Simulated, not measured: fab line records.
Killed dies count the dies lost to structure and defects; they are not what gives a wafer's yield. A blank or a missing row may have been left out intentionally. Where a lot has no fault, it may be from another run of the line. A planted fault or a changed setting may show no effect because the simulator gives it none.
Matching of chambers | flow n5Finfet | N5_BEOL_M3_PECVD_72 on pecvd-03 has 3 sister chambers
The step deposits SiO2 from TEOS/O2, target thk 16 nm, time 18 s. 27 wafers are shown with their chamber, then 12 later ones without.

EACH WAFER AND ITS CHAMBER
wafer  | chamber | throttleValvePct (%) | showerheadPlenumPTorr (Torr) | heaterPowerW (W)
L076.1 | 2       | 21.3                 | 8.91                         | 825
L076.2 | 0       | 22.6                 | 8.73                         | 557
L076.3 | 1       | 23.6                 | 8.75                         | 598
L076.4 | 0       | 22.8                 | 8.73                         | 571
L076.5 | 2       | 21.2                 | 8.91                         | 837
L076.6 | 1       | 23.4                 | 8.74                         | 602
L078.1 | 1       | 23.7                 | 8.75                         | 541
L078.4 | 1       | 23.5                 | 8.73                         | 542
L078.6 | 2       | 21.2                 | 8.90                         | 816
L079.1 | 1       | 23.2                 | 8.76                         | 625
L079.2 | 2       | 21.4                 | 8.92                         | 841
L079.3 | 0       | 22.8                 | 8.75                         | 546
L079.4 | 2       | 21.2                 | 8.89                         | 845
L079.5 | 1       | 23.7                 | 8.75                         | 641
L079.6 | 0       | 23.0                 | 8.74                         | 544
L081.1 | 2       | 20.9                 | 8.89                         | 827
L081.2 | 0       | 22.9                 | 8.76                         | 492
L081.6 | 1       | 23.7                 | 8.74                         | 554
L083.1 | 0       | 22.9                 | 8.74                         | 516
L083.2 | 1       | 23.6                 | 8.77                         | 623
L083.3 | 0       | 22.8                 | 8.75                         | 528
L083.4 | 1       | 23.8                 | 8.72                         | 617
L083.5 | 0       | 22.7                 | 8.76                         | 528
L083.6 | 1       | 23.5                 | 8.76                         | 599
L086.3 | 2       | 21.4                 | 8.91                         | 703
L086.5 | 2       | 21.3                 | 8.90                         | 739
L086.6 | 1       | 23.6                 | 8.78                         | 607

SIGNATURES (averages over the wafers above)
reading               | chamber 0 | chamber 1 | chamber 2 | scatter within a chamber
throttleValvePct      | 22.812    | 23.573    | 21.238    | 0.154
showerheadPlenumPTorr | 8.7450    | 8.7500    | 8.9038    | 0.0141
heaterPowerW          | 535.25    | 595.36    | 804.12    | 38.7
Rule: for a wafer and a chamber, the distance is found by dividing, reading by reading, the gap between the wafer's reading and the chamber's mean by the reading's scatter, squaring, summing and taking the root. The wafer belongs to the nearest chamber; if the next one is less than 2 further off, it can't be placed. The scatter: the root of (the sum of the squares of (reading less its chamber's mean) over the shown wafers, divided by (wafers less chambers)).

WAFERS WHOSE CHAMBER IS MISSING
wafer  | throttleValvePct (%) | showerheadPlenumPTorr (Torr) | heaterPowerW (W)
L089.1 | 22.7                 | 8.78                         | 557
L089.2 | 21.4                 | 8.89                         | 752
L089.3 | 23.5                 | 8.76                         | 641
L089.4 | 22.8                 | 8.75                         | 550
L089.5 | 23.7                 | 8.75                         | 635
L089.6 | 21.1                 | 8.88                         | 759
L093.1 | 22.9                 | 8.75                         | 538
L093.3 | 23.5                 | 8.77                         | 583
L093.6 | 23.7                 | 8.76                         | 569
L097.2 | 23.6                 | 8.75                         | 598
L097.3 | 22.6                 | 8.74                         | 523
L097.6 | 23.4                 | 8.74                         | 595

THE CHAMBER EACH PASSED THROUGH
wafer  | from the rows above | in truth
L089.1 | 0                   | 0
L089.2 | 2                   | 2
L089.3 | 1                   | 1
L089.4 | 0                   | 0
L089.5 | 1                   | 1
L089.6 | 2                   | 2
L093.1 | 0                   | 0
L093.3 | 1                   | 1
L093.6 | 1                   | 1
L097.2 | 1                   | 1
L097.3 | 0                   | 0
L097.6 | 1                   | 1
Placed correctly: 12 of 12. Can't be placed from these rows: 0. Wrongly placed: 0.
